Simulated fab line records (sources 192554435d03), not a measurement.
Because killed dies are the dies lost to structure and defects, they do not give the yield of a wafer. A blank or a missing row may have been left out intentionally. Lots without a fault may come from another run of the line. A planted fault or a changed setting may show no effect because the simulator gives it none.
fab line records	flow n5_finfet
record: lots: 8	wafers: 24	last_day: 17
route steps=1938 shown BEOL_M4@1111 BEOL_M6@1241 PASSIVATION@1936
lots that met no fault: taken from a fault-free run of the same line
start_h: start of the lot's first displayed wafer, in hours after the record's first day	wait_h: hours since the lot's step before	" unchanged from the row above	L1.1+2: one row covering several wafers at once	- no value, or no start given	* or withheld: withheld	< > ~ a bound
route shown NAME@n: NAME is a module with steps in the file, n the number in the route of the first one	usual: mean/standard deviation taken from wafers without a fault	same: alike in all rows	chamber/n: place in a boat	sites: per-site readings	_std_site: the standard deviation of these	_edge_site: mean of outer sites minus mean of inner sites	radius_mm: for every site, how far away it sits from the centre of the wafer	mask NAME#n: copy n	behind: the last tool/chamber to shape the wafer	hold: cause of the lot's hold/its duration in hours/its outcome	device: the n, p or np transistor that did not switch	end of line: the same wafers' tests at the end of the route	a step given without rows: its recipe and nothing more	killed: dies lost to structure and defects at the first sort, not the wafer's yield	map: per-die view of a wafer (x killed, . not killed, _ where there is no die)
set.NAME: the setting that was run; set.NAME@STEP: the one run at that earlier step	model.NAME: the simulator's own value behind a step, which no gauge read
steps of the route over a sample of lots; a table a step, a row a wafer
services: from which hour (start_h, from the record's first day; less than 0 if before it) a tool's chamber was out of use, for how many hours, and why
== steps ==
step: N5_BEOL_M4_RC_MEAS_101
usual: DIBL_N: 37.3/2.3	DIBL_P: 37.4/2.9	IOFF_N: 0.18/0.045	IOFF_P: 0.25/0.054	ION_N: 679/15	ION_P: 468/9.7	SS_N: 71.8/0.62	SS_P: 73.6/0.76	VT_N: 248/4.1	VT_P: -248/3.6
lot.wafer	tool	chamber	start_h	wait_h	DIBL_N[mV/V]	DIBL_P[mV/V]	IOFF_N[nA/um]	IOFF_P[nA/um]	ION_N[uA/um]	ION_P[uA/um]	SS_N[mV/dec]	SS_P[mV/dec]	VT_N[mV]	VT_P[mV]
L381.2	prober-01	0	189.22	0.2	37.0	38.6	0.17	0.24	697	480	71.6	72.8	247	-249
L381.3	"	0	"	"	32.8	32.4	0.09	0.14	651	450	71.4	71.4	259	-254
L381.6	"	0	"	"	34.7	35.2	0.12	0.18	666	459	71.6	72.1	253	-249
L382.1	prober-01	0	190.00	0.5	36.8	36.0	0.17	0.23	683	464	71.3	73.0	251	-249
L382.5	"	0	"	"	38.7	38.6	0.21	0.28	687	473	72.1	74.0	247	-245
L382.6	"	0	"	"	37.2	37.3	0.18	0.26	692	480	71.9	74.4	248	-245
L385.2	prober-01	0	199.46	0.2	35.1	35.3	0.15	0.22	687	473	71.1	73.1	246	-248
L385.3	"	0	"	"	37.2	38.0	0.19	0.27	687	472	72.2	73.1	245	-245
L385.6	"	0	"	"	37.0	37.3	0.19	0.26	687	470	71.5	73.8	245	-247
L386.3	prober-02	0	216.15	0.3	40.4	39.5	0.25	0.31	708	483	72.6	74.4	242	-243
L386.5	"	0	"	"	38.3	36.6	0.18	0.26	667	464	71.1	73.6	246	-245
L386.6	"	0	"	"	38.9	38.0	0.20	0.27	701	481	72.2	73.5	245	-245
L387.2	prober-02	0	218.02	0.2	39.1	39.9	0.21	0.28	685	467	71.8	74.1	245	-247
L387.3	"	0	"	"	38.3	37.7	0.19	0.24	680	461	71.5	72.9	248	-249
L387.5	"	0	"	"	41.6	44.0	0.27	0.34	706	480	73.0	75.6	244	-245
L397.2	prober-02	0	274.66	0.2	39.6	38.4	0.19	0.25	683	464	71.9	74.1	248	-251
L397.4	"	0	"	"	41.1	40.5	0.23	0.32	682	467	73.4	74.8	246	-244
L397.5	"	0	"	"	36.8	33.9	0.14	0.17	653	449	71.7	72.3	255	-253
L400.2	prober-01	0	300.67	0.2	38.2	37.6	0.17	0.22	663	455	72.4	73.6	254	-252
L400.4	"	0	"	"	38.9	41.0	0.22	0.31	688	470	72.6	74.6	244	-246
L400.5	"	0	"	"	34.8	34.9	0.12	0.19	654	460	71.5	73.9	257	-251
L401.3	prober-02	0	301.76	0.3	38.2	36.8	0.19	0.30	680	476	71.5	73.7	246	-242
L401.4	"	0	"	"	37.2	36.0	0.18	0.26	681	468	71.3	73.0	246	-246
L401.5	"	0	"	"	34.7	33.0	0.13	0.21	675	472	71.0	72.6	251	-248
step: N5_BEOL_M6_STRIP_80
recipe: chemistry: N2/H2	time_s: 10	power_w: 450	temp_c: 40	pressure_mtorr: 20	rf_frequency_hz: 6e+07	bias_power_w: 7	n2_flow_sccm: 200	h2_flow_sccm: 200
usual: drypump_motor_current_A: 5.6/0.4	h2_flow_sccm: 199.9/0.56	oes_product_au: 0.79/0.089	rf_vpp_V: 59.0/0.84	showerhead_plenum_p_Torr: 2.50/0.079	throttle_valve_pct: 23.7/0.47
lot.wafer	tool	chamber	start_h	wait_h	drypump_motor_current_A	h2_flow_sccm	oes_product_au	rf_hours_counter_h	rf_vpp_V	showerhead_plenum_p_Torr	throttle_valve_pct
L381.2	rie_diel-04	3	-	-	5.5	199.7	0.78	133	59.0	2.40	23.0
L381.3	"	0	"	"	6.1	198.9	0.72	224	58.3	2.62	23.7
L381.6	"	3	"	"	5.5	200.3	0.77	-	58.7	2.40	22.9
L382.1	rie_diel-02	1	-	-	5.7	201.0	0.71	209	57.8	2.40	23.2
L382.5	"	1	"	"	5.7	199.6	0.71	-	58.4	2.40	23.2
L382.6	"	0	"	"	5.9	200.0	0.71	-	58.9	2.61	23.3
L385.2	rie_diel-06	0	-	-	5.6	199.7	0.94	9	57.6	2.51	23.5
L385.3	"	2	"	"	5.5	199.4	0.74	189	59.9	2.55	24.3
L385.6	"	2	"	"	5.5	199.8	0.73	-	58.7	2.55	24.3
L386.3	rie_diel-04	1	-	-	5.2	200.4	0.76	171	59.0	2.44	24.5
L386.5	"	3	"	"	5.5	199.8	0.76	-	59.3	2.40	23.0
L386.6	"	2	"	"	6.0	199.8	0.69	-	59.2	2.49	23.3
L387.2	rie_diel-02	2	-	-	4.9	200.2	0.73	201	59.7	2.63	23.6
L387.3	"	1	"	"	5.7	200.6	0.71	220	58.3	2.40	23.2
L387.5	"	2	"	"	4.8	200.4	0.73	-	58.2	2.63	23.6
L397.2	rie_diel-02	3	-	-	5.2	198.9	0.80	92	61.0	2.48	24.1
L397.4	"	0	"	"	5.9	200.4	1.00	4	59.2	2.60	23.4
L397.5	"	1	"	"	5.6	200.7	0.69	-	58.9	2.39	23.3
L400.2	rie_diel-02	3	-	-	5.2	199.5	0.78	100	59.0	2.48	24.1
L400.4	"	0	"	"	5.9	199.7	0.96	-	59.0	2.60	23.4
L400.5	"	3	"	"	5.2	199.6	0.79	-	58.3	2.48	24.2
L401.3	rie_diel-04	3	-	-	5.5	199.9	0.73	170	59.2	2.39	23.0
L401.4	"	0	"	"	6.1	199.0	0.96	6	59.6	2.61	23.5
L401.5	"	0	"	"	6.1	199.7	0.97	-	57.9	2.61	23.5
step: N5_BEOL_M6_OCD_MEAS_38
usual: trench_depth_nm: 94.1/2.2
lot.wafer	tool	chamber	start_h	wait_h	trench_depth_nm
L381.2	ocd-02	-	205.70	-	96.8
L381.3	"	-	"	"	93.0
L381.6	"	-	"	"	97.2
L382.1	ocd-02	-	209.40	-	93.3
L382.5	"	-	"	"	93.1
L382.6	"	-	"	"	93.0
L385.2	ocd-02	-	216.35	-	96.6
L385.3	"	-	"	"	90.5
L385.6	"	-	"	"	90.0
L386.3	ocd-02	-	231.51	-	97.7
L386.5	"	-	"	"	97.9
L386.6	"	-	"	"	91.1
L387.2	ocd-02	-	236.92	-	92.2
L387.3	"	-	"	"	93.9
L387.5	"	-	"	"	91.7
L397.2	ocd-02	-	293.94	-	96.3
L397.4	"	-	"	"	96.6
L397.5	"	-	"	"	92.5
L400.2	ocd-02	-	318.91	-	96.4
L400.4	"	-	"	"	96.3
L400.5	"	-	"	"	96.6
L401.3	ocd-01	-	318.95	-	96.5
L401.4	"	-	"	"	94.0
L401.5	"	-	"	"	95.5
step: N5_BEOL_M6_CURE_75
recipe: temp_c: 370	time_s: 120	ambient: DMADMS/He	material: SiCOH_lowk
usual: lamp_power_pct: 52.31/0.053	wafer_temp_C_max: 371.6/0.62
lot.wafer	tool	chamber	start_h	wait_h	lamp_power_pct	wafer_temp_C_max
L381.2	uv_cure-01	0	206.06	0.2	52.36	371.0
L381.3	"	0	"	"	52.22	371.5
L381.6	"	0	"	"	52.35	371.2
L382.1	uv_cure-02	2	209.59	0.0	52.28	371.0
L382.5	"	2	"	"	52.33	370.6
L382.6	"	2	"	"	52.32	370.7
L385.2	uv_cure-02	1	216.59	0.1	52.38	373.0
L385.3	"	1	"	"	52.38	372.0
L385.6	"	1	"	"	52.29	371.9
L386.3	uv_cure-03	0	231.97	0.3	52.27	371.8
L386.5	"	0	"	"	52.25	372.7
L386.6	"	0	"	"	52.35	371.7
L387.2	uv_cure-01	1	237.17	0.1	52.26	372.2
L387.3	"	1	"	"	52.25	372.6
L387.5	"	1	"	"	52.27	372.0
L397.2	uv_cure-03	0	294.23	0.1	52.33	372.3
L397.4	"	0	"	"	52.22	372.0
L397.5	"	0	"	"	52.25	371.4
L400.2	uv_cure-01	0	319.20	0.1	52.36	371.5
L400.4	"	0	"	"	52.26	371.4
L400.5	"	0	"	"	52.37	371.6
L401.3	uv_cure-02	2	319.35	0.2	52.27	370.9
L401.4	"	2	"	"	52.26	370.8
L401.5	"	2	"	"	52.44	370.7
step: N5_BEOL_M6_CMP_52
recipe: stop_on: SiCOH_lowk	t_overpolish_s: 6.9	down_force_psi: 1	platen_rpm: 50	clearing_platen_down_force_psi: 1.5	clearing_platen_rpm: 50	post_cmp_clean: cu_alkaline	target_thk_nm: 80	clearing_platen_pad_velocity_m_s: 0.99484	pad_velocity_m_s: 0.99484
usual: barrier_field_endpoint_s: 29.2/0.84	motor_current_A: 6.2/0.38	overpolish_run_s: 6.899/0.009	retaining_ring_pressure_frac: 0.999/0.0042	slurry_filter_dp_kPa: 13.49/0.14	time_to_endpoint_s: 64/3.2
lot.wafer	tool	chamber	start_h	wait_h	barrier_field_endpoint_s	motor_current_A	overpolish_run_s	retaining_ring_pressure_frac	slurry_filter_dp_kPa	time_to_endpoint_s
L381.2	cmp-02	0	208.29	0.2	27.5	6.3	6.890	0.995	13.33	56
L381.3	"	1	"	"	28.1	6.6	6.906	1.002	13.33	61
L381.6	"	0	"	"	28.2	6.5	6.905	0.999	13.33	58
L382.1	cmp-03	0	211.36	0.3	29.0	6.1	6.901	0.995	13.31	65
L382.6	"	0	"	"	30.9	6.0	6.894	1.000	13.76	67
L382.5	"	1	"	"	30.9	6.6	6.899	0.995	13.55	63
L385.2	cmp-01	0	218.30	0.2	29.3	6.3	6.905	0.998	13.18	66
L385.3	"	1	"	"	28.7	6.2	6.893	0.997	13.54	60
L385.6	"	0	"	"	30.4	6.1	6.897	1.001	13.65	66
L386.3	cmp-01	0	234.03	0.2	30.6	6.0	6.905	0.997	13.66	68
L386.5	"	2	"	"	30.8	5.7	6.889	1.000	13.48	69
L386.6	"	3	"	"	30.7	5.9	6.892	1.000	13.41	70
L387.3	cmp-02	3	238.91	0.2	28.6	5.7	6.897	1.001	13.54	61
L387.2	"	0	"	"	27.8	6.1	6.906	0.996	13.46	62
L387.5	"	2	"	"	28.5	6.6	6.911	0.995	13.74	60
L397.2	cmp-02	0	296.13	0.2	46.8	6.9	0.046	0.992	13.59	80
L397.4	"	3	"	"	46.8	5.8	0.044	0.999	13.35	82
L397.5	"	1	"	"	46.8	6.6	0.038	1.001	13.39	80
L401.3	cmp-01	3	321.03	0.2	28.6	5.9	6.898	0.996	13.64	63
L401.4	"	1	"	"	27.9	6.2	6.901	0.995	13.63	59
L401.5	"	3	"	"	29.4	5.8	6.906	1.000	13.51	60
L400.4	cmp-02	2	321.20	0.1	46.7	6.7	0.039	1.005	13.51	81
L400.2	"	1	"	"	46.7	6.3	0.041	0.998	13.39	81
L400.5	"	3	"	"	46.7	5.6	0.040	0.997	13.27	80
step: N5_BEOL_M6_THK_MEAS_53
recipe: thk_meas_gauge: xrf	reads: Cu_of_BEOL_M6_ECD_50
usual: M6_THK: 80.4/2.6
lot.wafer	tool	chamber	start_h	wait_h	M6_THK[nm]
L381.2	film_metro-02	-	208.55	-	82.1
L381.3	"	-	"	"	81.0
L381.6	"	-	"	"	80.9
L382.1	film_metro-02	-	211.66	-	78.6
L382.5	"	-	"	"	78.4
L382.6	"	-	"	"	78.5
L385.2	film_metro-02	-	218.55	-	85.4
L385.3	"	-	"	"	78.5
L385.6	"	-	"	"	77.5
L386.3	film_metro-02	-	234.25	-	84.5
L386.5	"	-	"	"	85.8
L386.6	"	-	"	"	78.7
L387.2	film_metro-01	-	239.17	-	78.7
L387.3	"	-	"	"	78.5
L387.5	"	-	"	"	78.1
L397.2	film_metro-02	-	296.43	-	181.9
L397.4	"	-	"	"	188.8
L397.5	"	-	"	"	186.0
L401.3	film_metro-01	-	321.33	-	83.1
L401.4	"	-	"	"	78.6
L401.5	"	-	"	"	81.9
L400.2	film_metro-01	-	321.50	-	200.1
L400.4	"	-	"	"	195.0
L400.5	"	-	"	"	190.8
step: N5_BEOL_M6_INSPECT_58
recipe: inspect_instrument: darkfield	mode: post_dep
usual: raw_defect_count: 79/22
lot.wafer	tool	chamber	start_h	wait_h	raw_defect_count
L381.2	defect_inspect-02	-	208.70	0.0	50
L381.3	"	-	"	"	54
L381.6	"	-	"	"	43
L382.1	defect_inspect-02	-	211.85	0.0	54
L382.5	"	-	"	"	60
L382.6	"	-	"	"	80
L385.2	defect_inspect-01	-	218.74	0.0	83
L385.3	"	-	"	"	63
L385.6	"	-	"	"	67
L386.3	defect_inspect-02	-	234.41	0.0	59
L386.5	"	-	"	"	95
L386.6	"	-	"	"	88
L387.2	defect_inspect-02	-	239.32	0.0	81
L387.3	"	-	"	"	67
L387.5	"	-	"	"	77
L397.2	defect_inspect-02	-	296.62	0.0	1351
L397.4	"	-	"	"	1366
L397.5	"	-	"	"	1362
L401.3	defect_inspect-02	-	321.48	0.0	82
L401.4	"	-	"	"	94
L401.5	"	-	"	"	109
L400.2	defect_inspect-01	-	321.65	0.0	1387
L400.4	"	-	"	"	1440
L400.5	"	-	"	"	1364
step: N5_PASSIVATION_PROBE_49
usual: defect_limited_yield: 91.3/1.5	killed_at_M0_to_M3: 35/8.7	killed_at_M4_up: 14/5.5	killed_at_contacts: 11/5.6	killed_at_front_end: 39/13	killed_at_other: 3.7/2.2	killed_dies: 103/18	killed_on_rim: 14/4.4	killed_open: 69/14	killed_short: 33/7.8	sort_bin_5_function: 5.1/0.99	sort_bin_6_memory: 3.3/0.67	sort_bin_8_speed: 0.02/0.17	sort_n_pass: 1077/18	sort_yield_pct: 91.2/1.5
same: gross_dies: 1180	killed_at_back_side: 0	sort_bin_4_leakage[%]: 0
lot.wafer	tool	chamber	start_h	wait_h	defect_limited_yield[%]	killed_at_M0_to_M3	killed_at_M4_up	killed_at_contacts	killed_at_front_end	killed_at_other	killed_dies	killed_on_rim	killed_open	killed_short	sort_bin_5_function[%]	sort_bin_6_memory[%]	sort_bin_8_speed[%]	sort_n_pass	sort_yield_pct[%]
L381.2	prober-01	-	281.91	0.1	89.2	25	13	12	74	4	128	13	89	39	6.4	4.2	0	1052	89.2
L381.3	prober-01	-	281.96	0.1	89.8	40	18	6	51	5	120	18	83	34	5.6	4.2	0.08	1059	89.7
L381.6	prober-01	-	282.11	0.3	90.8	45	8	12	40	3	108	15	70	36	5.6	3.3	0	1072	90.8
L382.1	prober-02	-	293.41	0.0	91.4	38	20	5	31	7	101	13	64	37	5.2	3.1	0	1079	91.4
L382.5	prober-02	-	293.61	0.2	92.6	33	8	13	29	4	87	9	62	24	3.7	3.1	0	1093	92.6
L382.6	prober-02	-	293.66	0.3	93.0	31	10	10	26	6	83	9	65	17	4.1	2.6	0	1097	93.0
L385.2	prober-01	-	302.85	0.1	92.1	36	9	8	34	6	93	13	58	34	5.1	2.3	0	1087	92.1
L385.3	prober-01	-	302.90	0.1	91.7	41	16	9	27	5	98	9	68	30	4.6	3.5	0	1082	91.7
L385.6	prober-01	-	303.05	0.3	92.2	27	20	6	32	7	92	9	66	25	4.6	3.1	0	1088	92.2
L386.3	prober-01	-	312.96	0.1	91.1	28	26	25	21	5	105	13	70	35	5.6	3.1	0	1075	91.1
L386.5	prober-01	-	313.06	0.2	90.9	30	22	14	36	5	107	16	76	31	5.8	2.8	0	1073	90.9
L386.6	prober-01	-	313.11	0.3	92.5	27	11	21	29	0	88	6	63	25	4.3	3.0	0	1092	92.5
L387.2	prober-01	-	325.68	0.1	91.3	40	21	3	35	4	103	9	71	30	4.8	3.8	0	1077	91.3
L387.3	prober-01	-	325.73	0.1	90.4	38	16	6	50	3	113	13	73	33	5.5	3.6	0	1067	90.4
L387.5	prober-01	-	325.83	0.2	91.2	30	12	7	49	6	104	13	58	44	5.4	3.1	0	1076	91.2
L397.2	prober-02	-	381.77	0.1	0	35	1099	11	32	3	1180	152	64	25	4.5	3.0	0	0	0
L397.4	prober-02	-	381.87	0.2	0	38	1083	4	47	8	1180	152	86	23	5.6	3.6	0	0	0
L397.5	prober-02	-	381.92	0.2	0	36	1075	15	51	3	1180	152	80	32	5.5	3.6	0	0	0
L401.3	prober-01	-	405.04	0.1	89.2	34	13	15	63	3	128	18	88	39	6.3	4.4	0	1052	89.2
L401.4	prober-01	-	405.09	0.2	91.2	31	19	8	45	1	104	12	65	36	5.4	2.9	0	1076	91.2
L401.5	prober-01	-	405.14	0.2	88.8	37	22	20	50	3	132	23	90	37	6.8	4.3	0	1048	88.8
L400.2	prober-02	-	415.42	0.1	0	24	1098	7	49	2	1180	152	77	29	5.1	3.9	0	0	0
L400.4	prober-02	-	415.52	0.2	0	27	1083	7	61	2	1180	152	74	32	5.8	3.1	0	0	0
L400.5	prober-02	-	415.57	0.2	0	30	1089	10	44	7	1180	152	82	31	6.0	3.3	0	0	0
killed by level:class
L381.2 STI_FIN_REVEAL:geometric_particle:open=25 FIN_SAQP:geometric_particle:open=15 MOL_CONTACT_COAG:geometric_particle:open=9 BEOL_M0_SAQP:geometric_particle:short=9 BEOL_M0_SAQP:geometric_particle:open=8 FIN_SAQP:geometric_particle:short=7 STI_FIN_REVEAL:geometric_particle:short=6 GATE_CUT:geometric_particle:short=6
L381.3 STI_FIN_REVEAL:geometric_particle:open=18 BEOL_M3:geometric_particle:open=14 FIN_SAQP:geometric_particle:open=11 BEOL_M0_SAQP:geometric_particle:short=9 BEOL_M0_SAQP:geometric_particle:open=6 STI_FIN_REVEAL:geometric_particle:short=5 BEOL_M2:geometric_particle:open=5 MOL_CONTACT_COAG:geometric_particle:open=5
L381.6 BEOL_M0_SAQP:geometric_particle:open=18 BEOL_M0_SAQP:geometric_particle:short=12 MOL_CONTACT_COAG:geometric_particle:open=11 STI_FIN_REVEAL:geometric_particle:open=9 FIN_SAQP:geometric_particle:short=6 FIN_SAQP:geometric_particle:open=5 STI_FIN_REVEAL:geometric_particle:short=5 BEOL_M3:geometric_particle:open=5
L382.1 BEOL_M2:geometric_particle:open=13 FIN_SAQP:geometric_particle:open=8 FIN_SAQP:geometric_particle:short=7 BEOL_M0_SAQP:geometric_particle:short=7 BEOL_M0_SAQP:geometric_particle:open=7 BEOL_M4:geometric_particle:open=6 BEOL_M3:geometric_particle:open=5 BEOL_M4:geometric_particle:short=5
L382.5 STI_FIN_REVEAL:geometric_particle:open=12 MOL_CONTACT_COAG:geometric_particle:open=10 BEOL_M0_SAQP:geometric_particle:short=9 BEOL_M2:geometric_particle:open=8 BEOL_M0_SAQP:geometric_particle:open=6 BEOL_M3:geometric_particle:open=6 BEOL_M4:geometric_particle:open=4 FIN_SAQP:geometric_particle:short=3
L382.6 BEOL_M3:geometric_particle:open=13 MOL_CONTACT_COAG:geometric_particle:open=10 STI_FIN_REVEAL:geometric_particle:open=8 DUMMY_GATE:geometric_particle:open=6 BEOL_M0_SAQP:geometric_particle:open=5 BEOL_M0_SAQP:geometric_particle:short=5 FIN_CUT:geometric_particle:open=3 BEOL_M2:geometric_particle:open=3
L385.2 DUMMY_GATE:geometric_particle:open=8 BEOL_M0_SAQP:geometric_particle:open=7 MOL_CONTACT_COAG:geometric_particle:open=7 FIN_SAQP:geometric_particle:open=6 BEOL_M0_SAQP:geometric_particle:short=6 BEOL_M2:geometric_particle:open=6 BEOL_M3:geometric_particle:open=6 DUMMY_GATE:geometric_particle:short=5
L385.3 BEOL_M0_SAQP:geometric_particle:open=11 BEOL_M2:geometric_particle:open=8 BEOL_M4:geometric_particle:open=7 DUMMY_GATE:geometric_particle:open=6 MOL_CONTACT_COAG:geometric_particle:open=6 BEOL_M3:geometric_particle:open=6 FIN_SAQP:geometric_particle:open=5 GATE_CUT:geometric_particle:short=4
L385.6 BEOL_M4:geometric_particle:open=10 BEOL_M0_SAQP:geometric_particle:open=8 STI_FIN_REVEAL:geometric_particle:open=6 MOL_CONTACT_COAG:geometric_particle:open=6 DUMMY_GATE:geometric_particle:open=5 BEOL_M3:geometric_particle:open=5 STARTING-WAFER:geometric_particle:short=4 GATE_CUT:geometric_particle:short=4
L386.3 MOL_CONTACT_COAG:geometric_particle:open=19 GATE_CUT:geometric_particle:short=8 BEOL_M1:geometric_particle:open=8 BEOL_M4:geometric_particle:open=8 MOL_CONTACT_COAG:geometric_particle:short=6 BEOL_M0_SAQP:geometric_particle:open=6 BEOL_M0_SAQP:geometric_particle:short=5 BEOL_M7:geometric_particle:open=5
L386.5 BEOL_M2:geometric_particle:open=12 MOL_CONTACT_COAG:geometric_particle:open=10 DUMMY_GATE:geometric_particle:open=7 BEOL_M1:geometric_particle:open=7 STI_FIN_REVEAL:geometric_particle:open=6 BEOL_M5:geometric_particle:open=6 BEOL_M4:geometric_particle:open=5 FIN_SAQP:geometric_particle:short=4
L386.6 MOL_CONTACT_COAG:geometric_particle:open=18 BEOL_M1:geometric_particle:open=11 FIN_SAQP:geometric_particle:short=5 DUMMY_GATE:geometric_particle:open=5 BEOL_M2:geometric_particle:open=5 STI_FIN_REVEAL:geometric_particle:open=4 GATE_CUT:geometric_particle:short=4 BEOL_M1:geometric_particle:short=4
L387.2 BEOL_M2:geometric_particle:open=11 BEOL_M1:geometric_particle:open=9 BEOL_M4:geometric_particle:open=9 FIN_SAQP:geometric_particle:short=8 FIN_SAQP:geometric_particle:open=8 BEOL_M0_SAQP:geometric_particle:short=6 BEOL_M0:geometric_particle:open=5 DUMMY_GATE:geometric_particle:open=4
L387.3 BEOL_M3:geometric_particle:open=13 STI_FIN_REVEAL:geometric_particle:open=11 FIN_SAQP:geometric_particle:open=10 FIN_SAQP:geometric_particle:short=7 BEOL_M0_SAQP:geometric_particle:short=7 STARTING-WAFER:geometric_particle:short=7 DUMMY_GATE:geometric_particle:open=5 MOL_CONTACT_COAG:geometric_particle:open=5
L387.5 FIN_SAQP:geometric_particle:short=22 FIN_SAQP:geometric_particle:open=12 BEOL_M3:geometric_particle:open=9 MOL_CONTACT_COAG:geometric_particle:open=7 BEOL_M0_SAQP:geometric_particle:short=6 STI_FIN_REVEAL:geometric_particle:open=5 BEOL_M1:geometric_particle:open=5 BEOL_M0_SAQP:geometric_particle:open=4
L397.2 BEOL_M6:area_cmp=1091 BEOL_M2:geometric_particle:open=11 MOL_CONTACT_COAG:geometric_particle:open=9 BEOL_M3:geometric_particle:open=8 GATE_CUT:geometric_particle:open=6 STI_FIN_REVEAL:geometric_particle:open=4 DUMMY_GATE:geometric_particle:open=4 BEOL_M0_SAQP:geometric_particle:short=4
L397.4 BEOL_M6:area_cmp=1070 BEOL_M3:geometric_particle:open=18 STI_FIN_REVEAL:geometric_particle:open=11 FIN_SAQP:geometric_particle:open=9 DUMMY_GATE:geometric_particle:open=6 BEOL_M1:geometric_particle:open=6 BEOL_M2:geometric_particle:open=5 PAD_METAL:geometric_particle:open=4
L397.5 BEOL_M6:area_cmp=1066 BEOL_M0_SAQP:geometric_particle:open=13 MOL_CONTACT_COAG:geometric_particle:open=12 STI_FIN_REVEAL:geometric_particle:open=9 FIN_SAQP:geometric_particle:open=8 ILD0:geometric_particle:short=7 BEOL_M2:geometric_particle:open=7 BEOL_M0_SAQP:geometric_particle:short=5
L401.3 FIN_SAQP:geometric_particle:open=25 MOL_CONTACT_COAG:geometric_particle:open=14 STI_FIN_REVEAL:geometric_particle:open=13 FIN_SAQP:geometric_particle:short=12 BEOL_M0_SAQP:geometric_particle:open=12 BEOL_M3:geometric_particle:open=6 BEOL_M0_SAQP:geometric_particle:short=5 BEOL_M4:geometric_particle:open=5
L401.4 FIN_SAQP:geometric_particle:open=12 BEOL_M0_SAQP:geometric_particle:short=7 BEOL_M4:geometric_particle:open=7 MOL_CONTACT_COAG:geometric_particle:open=6 GATE_CUT:geometric_particle:short=5 BEOL_M0_SAQP:geometric_particle:open=5 BEOL_M0:geometric_particle:short=5 GATE_CUT:geometric_particle:open=4
L401.5 FIN_SAQP:geometric_particle:open=16 MOL_CONTACT_COAG:geometric_particle:open=15 FIN_SAQP:geometric_particle:short=12 BEOL_M0_SAQP:geometric_particle:open=11 BEOL_M4:geometric_particle:open=10 STI_FIN_REVEAL:geometric_particle:open=10 BEOL_M1:geometric_particle:open=7 BEOL_M0_SAQP:geometric_particle:short=5
L400.2 BEOL_M6:area_cmp=1072 FIN_SAQP:geometric_particle:open=20 BEOL_M4:geometric_particle:open=10 FIN_SAQP:geometric_particle:short=8 BEOL_M3:geometric_particle:open=7 MOL_CONTACT_COAG:geometric_particle:open=6 STI_FIN_REVEAL:geometric_particle:open=4 BEOL_M2:geometric_particle:open=4
L400.4 BEOL_M6:area_cmp=1072 STI_FIN_REVEAL:geometric_particle:open=29 DUMMY_GATE:geometric_particle:open=6 MOL_CONTACT_COAG:geometric_particle:open=6 BEOL_M1:geometric_particle:open=5 BEOL_M3:geometric_particle:open=5 BEOL_M3:geometric_particle:short=5 BEOL_M4:geometric_particle:open=5
L400.5 BEOL_M6:area_cmp=1067 BEOL_M4:geometric_particle:open=16 STI_FIN_REVEAL:geometric_particle:open=14 MOL_CONTACT_COAG:geometric_particle:open=10 FIN_SAQP:geometric_particle:open=9 GATE_CUT:geometric_particle:short=9 BEOL_M1:geometric_particle:open=9 BEOL_M0_SAQP:geometric_particle:short=7
== services ==
tool	chamber	start_h	hours	kind
uv_cure-01	-	185.44	7.5	pm
cmp-01	-	189.80	1.9	repair
cmp-01	-	193.31	2.1	repair
rie_diel-02	0	197.42	3.8	repair
uv_cure-02	-	201.80	1.0	pm
uv_cure-03	-	207.06	0.8	repair
cmp-03	-	221.66	4.0	pm
cmp-02	-	223.84	3.7	repair
uv_cure-02	-	228.84	4.9	repair
rie_diel-02	0	240.73	-	clean
rie_diel-02	0	240.73	-	consumable_replace:focus_ring
rie_diel-02	0	240.73	20.3	scheduled_down
rie_diel-02	0	240.73	20.3	vent_cycle
uv_cure-01	-	247.66	8.7	repair
rie_diel-06	0	247.66	11.7	repair
cmp-03	-	248.75	2.2	repair
cmp-03	-	265.83	7.2	pm
rie_diel-04	3	275.02	10.0	repair
cmp-03	-	278.20	0.8	repair
rie_diel-06	3	280.34	5.1	repair
cmp-02	-	287.59	5.1	pm
cmp-01	-	291.90	4.0	pm
cmp-02	-	295.00	0.6	repair
uv_cure-02	-	303.69	7.5	pm
== key ==
first_sign: step: N5_BEOL_M6_CMP_52	reading: overpolish_run_s	direction: down	sigmas: 99+	usual: 6.899	struck: 0.041
effect: step: N5_BEOL_M6_CMP_52	reading: barrier_field_endpoint_s	direction: up	sigmas: 21	usual: 29.2	struck: 46.8
effect: step: N5_BEOL_M6_THK_MEAS_53	reading: M6_THK	direction: up	sigmas: 43	usual: 80.4	struck: 190.4
effect: step: N5_BEOL_M6_INSPECT_58	reading: raw_defect_count	direction: up	sigmas: 60	usual: 79	struck: 1378
effect: step: N5_PASSIVATION_PROBE_49	reading: killed_at_M4_up	direction: up	sigmas: 99+	usual: 14	struck: 1088
more_kills_born_at: N5_BEOL_M6_CMP_52@cmp-02: 6438
met_at N5_BEOL_M6_CMP_52
struck_lots L397,L400
later_rows_left_out L397.2,L397.4,L397.5,L400.2,L400.4,L400.5
not_acting_at N5_BEOL_M6_STRIP_80,N5_BEOL_M6_OCD_MEAS_38,N5_BEOL_M6_CURE_75
onset_between 238.91 296.13
fault: kind: process_parameter_drift	tool: cmp-02	chamber: -	onset_h: 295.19	steps: N5_BEOL_M6_CMP_52	channel: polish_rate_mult	offset: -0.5	shape: step	end_h: 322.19
later_rows_left_out: the simulator's readings of these wafers behind a module that went badly wrong aren't trusted and aren't shown, but for the sort
